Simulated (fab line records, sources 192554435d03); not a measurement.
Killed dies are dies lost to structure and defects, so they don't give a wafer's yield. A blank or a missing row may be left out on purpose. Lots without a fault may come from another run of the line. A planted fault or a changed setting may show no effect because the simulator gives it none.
Chamber matching | flow n5_finfet | N5_BEOL_M15_STRIP_36 on rie_diel-03: 4 sister chambers
The step strips in O2. 8 wafers are shown with their chamber, then 12 later ones without.

WAFERS WITH THEIR CHAMBER
wafer  | chamber | drypump_motor_current_A (A) | showerhead_plenum_p_Torr (Torr)
L086.1 | 2       | 5.5                         | 2.25
L086.5 | 1       | 5.3                         | 2.06
L087.1 | 3       | 6.2                         | 2.16
L087.5 | 0       | 5.0                         | 2.11
L087.6 | 1       | 5.3                         | 2.06
L091.2 | 3       | 6.3                         | 2.16
L091.3 | 0       | 5.1                         | 2.10
L091.6 | 2       | 5.5                         | 2.25

WAFERS WITHOUT THEIR CHAMBER
wafer  | drypump_motor_current_A (A) | showerhead_plenum_p_Torr (Torr)
L092.1 | 5.0                         | 2.10
L092.2 | 5.5                         | 2.25
L092.3 | 6.2                         | 2.16
L094.1 | 6.3                         | 2.15
L094.5 | 5.3                         | 2.05
L094.6 | 5.5                         | 2.25
L096.2 | 6.2                         | 2.15
L096.4 | 5.3                         | 2.05
L096.6 | 5.0                         | 2.10
L097.3 | 5.3                         | 2.05
L097.5 | 6.2                         | 2.15
L097.6 | 5.0                         | 2.10

WHICH CHAMBER EACH WENT THROUGH
wafer  | from the rows above | in truth
L092.1 | 0                   | 0
L092.2 | 2                   | 2
L092.3 | 3                   | 3
L094.1 | 3                   | 3
L094.5 | 1                   | 1
L094.6 | 2                   | 2
L096.2 | 3                   | 3
L096.4 | 1                   | 1
L096.6 | 0                   | 0
L097.3 | 1                   | 1
L097.5 | 3                   | 3
L097.6 | 0                   | 0
Placed correctly: 12 of 12. Can't be placed from these rows: 0. Placed wrongly: 0.
How it was worked out, from the rows above alone: a wafer's distance from a chamber is the root of the sum, over the readings, of the square of ((its reading less the chamber's mean) divided by the reading's scatter). The wafer belongs to the nearest chamber; if the next one is less than 2 further off, it can't be placed. A chamber's mean is the mean of its shown wafers. The scatter: the root of (the sum of the squares of (reading less its chamber's mean) over the shown wafers, divided by (wafers less chambers)).
